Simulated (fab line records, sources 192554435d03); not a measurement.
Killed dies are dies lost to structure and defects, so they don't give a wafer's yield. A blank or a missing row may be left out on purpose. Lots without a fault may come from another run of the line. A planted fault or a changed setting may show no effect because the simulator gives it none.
fab line records | flow n5_finfet
record lots=7 wafers=19 last_day=21
route steps=1938 shown STI_FIN_REVEAL@184 BEOL_M4@1111
lots that met no fault: from a run of the same line without faults
start_h: hours from the record's first day to the start of the lot's first wafer shown | wait_h: hours since the lot's step before | " the same as in the row above | L1.1+2: a row that stands for several wafers | - no value, or no start given | * or withheld: withheld | < > ~ a bound
route shown NAME@n: a module of which the file shows steps, and the number in the route of the first | usual: mean/standard deviation of fault-free wafers | same: alike in all rows | chamber/n: place in a boat | sites: the reading at each site | _std_site: their standard deviation | _edge_site: outer sites' mean less inner sites' | radius_mm: how far each site lies from the wafer's centre | mask NAME#n: copy n | behind: the tool/chamber that last shaped the wafer | hold: why the lot was held/for how many hours/how that ended | device: the transistor (n, p or np) that didn't switch | end of line: the same wafers' tests at the end of the route | a step without rows: its recipe alone | killed: dies lost to structure and defects at the first sort, not the wafer's yield | map: a wafer's dies, x killed, . not, _ none there
set.NAME: the setting as run; set.NAME@STEP: as run at that earlier step | model.NAME: the simulator's own value behind a step, which no gauge read
lots at some steps of the route; a table a step, a row a wafer
services: from which hour (start_h, from the record's first day; less than 0 if before it) a tool's chamber was out of use, for how many hours, and why
## steps
# step N5_STI_FIN_REVEAL_ALD_14
# recipe material=Si3N4 target_thk_a=30 temp_c=400 ald_precursor_family=SiH2I2 ald_co_reactant=N2/H2-plasma pressure_torr=2
# usual heater_power_w=876/63
# columns lot.wafer tool chamber start_h wait_h heater_power_w
L354.1 ald_sin-03 2 45.49 0.0 811
L354.4 " 3 " " 937
L354.6 " 1 " " 872
L355.1 ald_sin-04 0 51.68 0.0 867
L355.3 " 2 " " 884
L355.6 " 1 " " 983
L360.1 ald_sin-01 3 81.29 0.0 889
L360.4 " 0 " " 747
L360.5 " 3 " " 906
L365.1 ald_sin-03 3 111.03 0.0 939
L365.3 " 2 " " 814
L365.4 " 1 " " 891
L370.1 ald_sin-03 2 143.31 0.0 825
L370.4 " 1 " " 896
L370.5 " 0 " " 960
L372.4 ald_sin-04 2 154.03 0.0 887
L372.5 " 1 " " 965
L373.3 ald_sin-03 1 160.33 0.0 881
L373.4 " 2 " " 857
# step N5_STI_FIN_REVEAL_FCVD_FILL_01
# recipe material=SiO2_flowable target_thk_a=3120 temp_c=100 pressure_torr=0.8 rf_w=2000 time_s=512.2
# step N5_STI_FIN_REVEAL_DENSIFY_02
# recipe temp_c=650 ambient=steam time_s=1800 idle_temp_c=400 densification_p_h2o_torr=640
# step N5_STI_FIN_REVEAL_CMP_04
# recipe stop_on=Si3N4 t_overpolish_s=4 down_force_psi=2 platen_rpm=54.18 post_cmp_clean=alkaline_brush pad_velocity_m_s=1.078 target_thk_nm=131.83
# usual motor_current_A=8.2/0.72 overpolish_run_s=3.999/0.0097 platen_rpm=54.18/0.039 time_to_endpoint_s=101/6.4
# columns lot.wafer tool chamber start_h wait_h motor_current_A overpolish_run_s platen_rpm time_to_endpoint_s
L354.1 cmp-03 2 50.57 0.1 9.0 4.006 54.24 98
L354.4 " 0 " " 8.8 4.000 54.21 96
L354.6 " 2 " " 9.5 3.989 54.15 100
L355.3 cmp-01 1 57.32 0.0 6.9 4.006 54.21 104
L355.1 " 3 " " 7.1 4.010 54.18 107
L355.6 " 2 " " 7.8 3.995 54.14 97
L360.1 cmp-01 2 86.33 0.0 7.8 4.008 54.22 95
L360.4 " 0 " " 9.1 3.989 54.21 108
L360.5 " 2 " " 8.0 3.996 54.20 97
L365.3 cmp-01 2 116.21 0.2 7.7 4.000 54.15 97
L365.1 " 3 " " 7.3 3.988 54.21 100
L365.4 " 0 " " 9.3 3.991 54.16 108
L370.4 cmp-03 2 148.42 0.1 8.9 4.003 54.25 103
L370.1 " 3 " " 7.6 3.991 54.17 105
L370.5 " 1 " " 8.9 3.992 54.17 108
L372.4 cmp-03 2 159.12 0.1 8.7 4.007 54.15 102
L372.5 " 1 " " 8.4 4.011 54.14 107
L373.4 cmp-04 1 165.37 0.0 7.6 3.993 54.14 101
L373.3 " 2 " " 8.0 4.003 54.26 101
# step N5_STI_FIN_REVEAL_THK_MEAS_05
# usual thk_nm=131.4/1.4
# columns lot.wafer tool chamber start_h wait_h thk_nm
L354.1 film_metro-01 - 50.83 - 130.1
L354.4 " - " " 129.4
L354.6 " - " " 130.4
L355.1 film_metro-01 - 57.61 - 131.1
L355.3 " - " " 131.5
L355.6 " - " " 131.0
L360.1 film_metro-02 - 86.63 - 129.3
L360.4 " - " " 132.3
L360.5 " - " " 130.4
L365.1 film_metro-02 - 116.46 - 131.6
L365.3 " - " " 130.1
L365.4 " - " " 132.1
L370.1 film_metro-02 - 148.64 - 131.3
L370.4 " - " " 130.5
L370.5 " - " " 131.9
L372.4 film_metro-02 - 159.38 - 132.5
L372.5 " - " " 133.5
L373.3 film_metro-01 - 165.67 - 131.8
L373.4 " - " " 132.1
# step N5_STI_FIN_REVEAL_DENSIFY_30
# recipe temp_c=* time_s=* ambient=N2 idle_temp_c=600 ramp_up_c_per_s=150 ramp_down_c_per_s=60 cool_to_c=600
# usual lamp_power_pct=11.53/0.057 lamp_zone_4_pct=11.527/0.02 lamp_zone_5_pct=11.536/0.017 wafer_temp_C_max=*
# columns lot.wafer tool chamber start_h wait_h lamp_power_pct lamp_zone_4_pct lamp_zone_5_pct wafer_temp_C_max
L354.1 rtp_anneal-01 0 50.93 0.1 11.47 11.548 11.541 *
L354.4 " 0 " " 11.51 11.491 11.575 *
L354.6 " 0 " " 11.56 11.516 11.510 *
L355.1 rtp_anneal-02 0 57.66 0.0 11.50 11.507 11.530 *
L355.3 " 0 " " 11.59 11.545 11.518 *
L355.6 " 0 " " 11.45 11.511 11.549 *
L360.1 rtp_anneal-01 0 86.96 0.3 11.54 11.516 11.525 *
L360.4 " 0 " " 11.51 11.542 11.522 *
L360.5 " 0 " " 11.49 11.555 11.525 *
L365.1 rtp_anneal-01 0 116.53 0.1 11.54 11.514 11.531 *
L365.3 " 0 " " 11.49 11.533 11.554 *
L365.4 " 0 " " 11.55 11.555 11.513 *
L370.1 rtp_anneal-01 0 148.67 0.0 11.54 11.537 11.539 *
L370.4 " 0 " " 11.55 11.533 11.547 *
L370.5 " 0 " " 11.55 11.519 11.509 *
L372.4 rtp_anneal-02 0 159.50 0.1 11.59 11.543 11.533 *
L372.5 " 0 " " 11.53 11.548 11.554 *
L373.3 rtp_anneal-01 0 165.86 0.2 11.45 11.555 11.511 *
L373.4 " 0 " " 11.52 11.539 11.546 *
# step N5_STI_FIN_REVEAL_ETCHBACK_08
# recipe chemistry=C4F6/O2 target=SiO2 target_depth_a=305 time_s=10.167 ion_energy_ev=250 pressure_mtorr=30 source_w=345 bias_w=185 Ar_flow_sccm=300 C4F6_flow_sccm=10 O2_flow_sccm=10
# step N5_STI_FIN_REVEAL_STRIP_24
# recipe chemistry=N2/H2 time_s=90 power_w=100 temp_c=40 pressure_mtorr=100 rf_frequency_hz=6e+07 bias_power_w=3 n2_flow_sccm=300 h2_flow_sccm=300
# usual bias_power_w=3.000/0.0089 drypump_motor_current_A=5.68/0.21 oes_product_au=0.78/0.075 rf_vpp_V=45.2/0.9 showerhead_plenum_p_Torr=3.40/0.11 throttle_valve_pct=12.28/0.22
# columns lot.wafer tool chamber start_h wait_h bias_power_w drypump_motor_current_A oes_product_au rf_hours_counter_h rf_vpp_V showerhead_plenum_p_Torr throttle_valve_pct
L354.1 rie_diel-01 0 51.18 0.0 2.998 5.76 0.88 54 44.3 3.30 12.02
L354.4 " 1 " " 3.003 5.59 0.93 23 45.7 3.58 12.08
L354.6 " 2 " " 3.007 5.66 0.78 - 46.0 3.41 12.57
L355.1 rie_diel-04 1 57.93 0.0 2.989 5.91 0.70 228 44.8 3.34 12.55
L355.3 " 3 " " 2.993 5.23 0.77 132 46.8 3.53 12.50
L355.6 " 2 " " 2.994 5.42 0.71 - 45.1 3.51 12.46
L360.1 rie_diel-01 3 87.26 0.0 2.994 5.87 0.69 217 44.8 3.34 12.30
L360.4 " 1 " " 3.002 5.54 0.90 36 46.0 3.57 12.12
L360.5 " 3 " " 3.006 5.88 0.70 - 44.7 3.34 12.31
L365.1 rie_diel-03 3 116.85 0.0 2.995 5.69 0.81 106 43.9 3.23 11.97
L365.3 " 1 " " 3.006 5.79 0.80 90 45.0 3.26 12.17
L365.4 " 3 " " 3.009 5.69 0.81 - 44.2 3.23 11.97
L370.1 rie_diel-03 1 148.92 0.0 3.025 5.78 0.80 97 45.2 3.26 12.18
L370.4 " 3 " " 3.010 5.66 0.80 114 43.8 3.23 11.98
L370.5 " 1 " " 3.009 5.78 0.80 - 46.8 3.26 12.18
L372.4 rie_diel-03 1 159.69 0.0 3.001 5.79 0.80 101 44.6 3.26 12.19
L372.5 " 0 " " 3.002 5.54 0.70 - 44.4 3.32 12.19
L373.3 rie_diel-04 3 166.05 0.0 3.001 5.25 0.76 161 45.0 3.51 12.59
L373.4 " 0 " " 2.996 5.87 0.97 - 45.7 3.30 11.98
# step N5_STI_FIN_REVEAL_PRECLEAN_25
# recipe chemistry=SPM time_s=90 temp_c=120 mix=4:1
# step N5_STI_FIN_REVEAL_PRECLEAN_26
# recipe chemistry=SC1 time_s=45 temp_c=46 mix=1:2:100
# step N5_STI_FIN_REVEAL_PRECLEAN_29
# recipe chemistry=DHF time_s=30 temp_c=25 dilution=300:1
# step N5_STI_FIN_REVEAL_SRD_12
# recipe time_s=30 temp_c=23 rinse_liquid=diw dry=ipa_marangoni
# step N5_STI_FIN_REVEAL_RECESS_09
# recipe chemistry=HF/NH3 target=SiO2 afs_cycles=11 target_depth_a=425 temp_c=30 sublimation_temp_c=180 sublimation_time_s=60
# usual drypump_motor_current_A=5.6/0.66
# same afs_cycles=11
# columns lot.wafer tool chamber start_h wait_h drypump_motor_current_A model.etch.depth_nm model.SiNx_of_FIN_SAQP_HM_DEP_03.thk_nm
L354.1 vapor_etch-02 0 51.39 0.0 6.0 43.24 17.4
L354.4 " 0 " " 6.0 43.24 17.8
L354.6 " 1 " " 5.0 43.24 17.8
L355.1 vapor_etch-02 1 58.14 0.0 5.0 41.86 17.4
L355.3 " 1 " " 5.0 41.86 17.8
L355.6 " 1 " " 5.0 41.86 17.6
L360.1 vapor_etch-01 0 87.48 0.0 4.9 43.25 17.8
L360.4 " 0 " " 4.9 43.25 17.6
L360.5 " 1 " " 6.4 43.25 18.4
L365.1 vapor_etch-02 0 117.06 0.0 6.0 42.43 18
L365.3 " 1 " " 5.0 42.43 17.8
L365.4 " 0 " " 6.0 42.43 18.6
L370.1 vapor_etch-02 1 149.13 0.0 5.0 42.68 18
L370.4 " 1 " " 5.0 42.68 18
L370.5 " 0 " " 6.0 70.36 16.4
L372.4 vapor_etch-02 0 160.43 0.6 6.0 41.96 19.4
L372.5 " 0 " " 6.0 69.17 16.6
L373.3 vapor_etch-02 1 166.80 0.6 5.0 70.35 14.2
L373.4 " 0 " " 6.0 42.68 17.2
# step N5_STI_FIN_REVEAL_STRIP_16
# recipe chemistry=H3PO4 material=SiNx temp_c=165 target_depth_a=238 overetch_fraction=0.4964 dry=ipa_marangoni
# step N5_STI_FIN_REVEAL_PRECLEAN_17
# recipe chemistry=NF3:NH3 afs_cycles=1 temp_c=30 time_s=20 sublimation_temp_c=180 sublimation_time_s=60 pressure_torr=3 rf_power_w=30
# step N5_STI_FIN_REVEAL_ETCH_34
# recipe chemistry=H2 mode=isotropic material=Si target=Si target_depth_a=9.7 temp_c=20 pressure_mtorr=4.5 icp_w=300 bias_w=0 h2_flow_sccm=7.5 he_flow_sccm=142.5
# usual drypump_motor_current_A=5.7/0.5 oes_product_au=1.005/0.019 rf_fwd_power_W=296.9/1.3 throttle_valve_pct=25.8/0.72
# same bias_w=0
# columns lot.wafer tool chamber start_h wait_h drypump_motor_current_A oes_product_au rf_fwd_power_W rf_hours_counter_h throttle_valve_pct
L354.1 rie_si-03 0 53.49 0.2 5.9 1.020 297.7 15 26.3
L354.4 " 2 " " 6.5 0.987 292.7 29 25.4
L354.6 " 2 " " 6.5 0.992 292.9 - 25.4
L355.1 rie_si-06 0 60.23 0.2 4.8 1.051 295.6 8 25.6
L355.3 " 1 " " 6.1 0.997 296.3 114 26.5
L355.6 " 1 " " 6.1 0.998 295.7 - 26.5
L360.1 rie_si-06 0 89.57 0.2 4.8 1.045 296.7 9 25.6
L360.4 " 2 " " 5.8 0.975 298.7 192 25.3
L360.5 " 0 " " 4.8 1.041 296.7 - 25.6
L365.1 rie_si-01 3 119.15 0.2 5.4 0.997 295.8 111 25.8
L365.3 " 1 " " 5.3 0.983 299.0 5 26.5
L365.4 " 2 " " 5.3 1.011 297.2 2 24.6
L370.1 rie_si-06 2 151.22 0.2 5.8 0.987 298.1 193 25.3
L370.4 " 3 " " 6.3 1.014 297.9 190 25.3
L370.5 " 0 " " 4.8 1.039 296.6 - 25.6
L372.4 rie_si-01 1 162.00 0.1 5.4 0.983 296.6 5 26.5
L372.5 " 2 " " 5.3 0.997 298.7 - 24.6
L373.3 rie_si-01 3 168.36 0.1 5.5 0.995 296.8 112 25.8
L373.4 " 1 " " 5.4 0.988 297.6 6 26.5
# step N5_STI_FIN_REVEAL_OXIDATION_31
# recipe chemistry=O2_PLASMA_REMOTE temp_c=150 time_s=20 pressure_mtorr=1000 source_power_w=2000 o2_flow_sccm=3000
# step N5_STI_FIN_REVEAL_PRECLEAN_32
# recipe chemistry=NF3:NH3 afs_cycles=1 temp_c=30 time_s=20 sublimation_temp_c=180 sublimation_time_s=60 pressure_torr=3 rf_power_w=30
# step N5_STI_FIN_REVEAL_STRIP_35
# recipe chemistry=H3PO4 material=Si3N4 temp_c=165 target_depth_a=40 time_s=39
# step N5_STI_FIN_REVEAL_SRD_21
# recipe dry=ipa_marangoni time_s=30 temp_c=23 rinse_liquid=diw
# step N5_STI_FIN_REVEAL_OXIDATION_33
# recipe chemistry=O2_PLASMA_REMOTE temp_c=150 time_s=20 pressure_mtorr=1000 source_power_w=2000 o2_flow_sccm=3000
# step N5_STI_FIN_REVEAL_CLEAN_19
# recipe chemistry=O3/DIW temp_c=25 time_s=120 o3_ppm=10
# step N5_STI_FIN_REVEAL_SRD_23
# recipe dry=ipa_marangoni time_s=30 temp_c=23 rinse_liquid=diw
# step N5_STI_FIN_REVEAL_CD_MEAS_22
# recipe target_cd_nm=6.238 pitch_nm=28 polarity=line
# usual cd_nm=6.4/0.3
# columns lot.wafer tool chamber start_h wait_h cd_nm
L354.1 cd_sem-01 - 54.55 0.0 6.8
L354.4 " - " " 6.0
L354.6 " - " " 7.0
L355.1 cd_sem-03 - 60.81 0.0 6.1
L355.3 " - " " 6.4
L355.6 " - " " 6.4
L360.1 cd_sem-02 - 90.15 0.0 6.4
L360.4 " - " " 5.9
L360.5 " - " " 6.2
L365.1 cd_sem-02 - 119.73 0.0 6.5
L365.3 " - " " 6.1
L365.4 " - " " 5.7
L370.1 cd_sem-03 - 151.80 0.0 6.4
L370.4 " - " " 6.1
L370.5 " - " " 6.5
L372.4 cd_sem-01 - 162.59 0.0 6.5
L372.5 " - " " 6.2
L373.3 cd_sem-02 - 168.94 0.0 6.8
L373.4 " - " " 6.7
# step N5_STI_FIN_REVEAL_FIN_H_MEAS_10
# usual trench_depth_nm=51.7/0.85
# columns lot.wafer tool chamber start_h wait_h trench_depth_nm
L354.1 ocd-02 - 54.58 0.0 52.2
L354.4 " - " " 54.0
L354.6 " - " " 51.8
L355.1 ocd-02 - 60.84 0.0 51.3
L355.3 " - " " 50.5
L355.6 " - " " 51.1
L360.1 ocd-02 - 90.18 0.0 52.2
L360.4 " - " " 53.6
L360.5 " - " " 51.3
L365.1 ocd-01 - 119.76 0.0 50.6
L365.3 " - " " 51.5
L365.4 " - " " 50.6
L370.1 ocd-01 - 151.83 0.0 52.3
L370.4 " - " " 51.3
L370.5 " - " " 79.9
L372.4 ocd-02 - 162.62 0.0 51.3
L372.5 " - " " 78.2
L373.3 ocd-02 - 168.97 0.0 79.1
L373.4 " - " " 53.6
# step N5_STI_FIN_REVEAL_PRECLEAN_18
# recipe chemistry=SC2 time_s=45 temp_c=35 mix=1:1:50
# step N5_BEOL_M4_RC_MEAS_101
# usual DIBL_N=36.1/2.3 DIBL_P=36/3.2 IOFF_N=0.16/0.045 IOFF_P=0.21/0.049 ION_N=674/14 ION_P=462/8.4 SS_N=71.6/0.83 SS_P=73.2/0.87 VT_N=249/3.8 VT_P=-250/3.4
# columns lot.wafer tool chamber start_h wait_h DIBL_N[mV/V] DIBL_P[mV/V] IOFF_N[nA/um] IOFF_P[nA/um] ION_N[uA/um] ION_P[uA/um] SS_N[mV/dec] SS_P[mV/dec] VT_N[mV] VT_P[mV]
L354.1 prober-01 0 259.92 0.0 38.4 42 0.23 0.32 695 476 71.7 74.3 243 -244
L354.4 " 0 " " 33.2 34 0.12 0.17 682 471 70.8 72.6 252 -250
L354.6 " 0 " " 40.3 43 0.27 0.34 689 469 72.4 74.6 239 -244
L355.1 prober-02 0 280.71 0.0 32.6 32 0.12 0.16 670 459 70.0 71.6 252 -253
L355.3 " 0 " " 35.1 33 0.14 0.17 670 456 71.6 72.4 250 -254
L355.6 " 0 " " 34.9 34 0.15 0.18 674 462 71.7 73.2 247 -249
L360.1 prober-01 0 313.45 0.0 33.5 33 0.12 0.18 649 449 71.8 73.2 255 -251
L360.4 " 0 " " 31.5 31 0.10 0.15 663 462 69.8 72.0 255 -253
L360.5 " 0 " " 32.1 31 0.10 0.15 642 447 71.7 72.7 258 -252
L365.1 prober-02 0 347.66 0.0 37.6 39 0.17 0.29 661 465 71.7 74.3 250 -246
L365.3 " 0 " " 35.5 33 0.13 0.18 664 458 71.2 72.5 253 -253
L365.4 " 0 " " 34.3 30 0.10 0.13 633 437 71.1 72.3 259 -259
L373.3 prober-02 0 364.75 0.3 36.8 34 0.16 0.18 681 461 70.7 73.5 247 -251
L373.4 " 0 " " 34.9 32 0.13 0.17 685 471 70.6 71.9 248 -253
L370.1 prober-01 0 388.33 0.0 35.1 37 0.15 0.22 677 463 71.2 73.7 249 -249
L370.4 " 0 " " 32.4 34 0.12 0.17 653 453 70.1 72.3 256 -253
L370.5 " 0 " " 35.5 37 0.16 0.21 679 464 70.7 73.4 251 -249
L372.4 prober-02 0 389.30 0.5 33.5 35 0.15 0.21 674 465 71.0 72.2 247 -249
L372.5 " 0 " " 39.4 42 0.26 0.34 691 476 72.0 74.5 243 -242
## services
# columns tool chamber start_h hours kind
cmp-03 - 30.60 0.8 repair
rie_diel-01 - 34.96 2.1 repair
cmp-03 - 47.52 0.4 repair
cmp-01 - 47.87 3.1 repair
rie_diel-04 - 50.82 2.8 pm
rie_diel-01 0 54.23 13.5 repair
rie_si-03 - 55.34 0.1 repair
rie_diel-03 0 56.45 17.9 repair
ald_sin-04 - 64.86 0.8 repair
cmp-01 - 70.35 2.1 repair
cmp-03 - 70.76 1.3 repair
rie_diel-03 3 73.73 36.7 repair
ald_sin-03 3 78.05 2.7 repair
rie_diel-04 3 94.76 1.6 repair
ald_sin-03 0 102.01 11.3 repair
cmp-01 - 102.15 0.5 repair
rie_si-03 2 108.52 10.7 repair
rie_si-03 1 112.46 5.5 repair
rie_diel-01 - 114.20 2.8 pm
rie_diel-03 2 115.16 18.1 repair
ald_sin-04 3 122.15 16.0 repair
rie_si-01 2 147.40 13.5 repair
cmp-01 - 155.52 4.0 repair
ald_sin-03 0 159.56 17.0 repair
## key
first_sign step=N5_STI_FIN_REVEAL_FIN_H_MEAS_10 reading=trench_depth_nm direction=up sigmas=32 usual=51.7 struck=79.1
effect none on later readings
model_effect step=N5_STI_FIN_REVEAL_RECESS_09 value=etch.depth_nm without=42.44 struck=69.96
met_at N5_STI_FIN_REVEAL_RECESS_09
struck_wafers L370.5,L372.5,L373.3
onset_between 117.06 149.13
fault kind=process_parameter_drift tool=vapor_etch-02 chamber=- onset_h=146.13 steps=N5_STI_FIN_REVEAL_RECESS_09 channel=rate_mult offset=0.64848 shape=step end_h=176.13 scope=struck_wafers_only
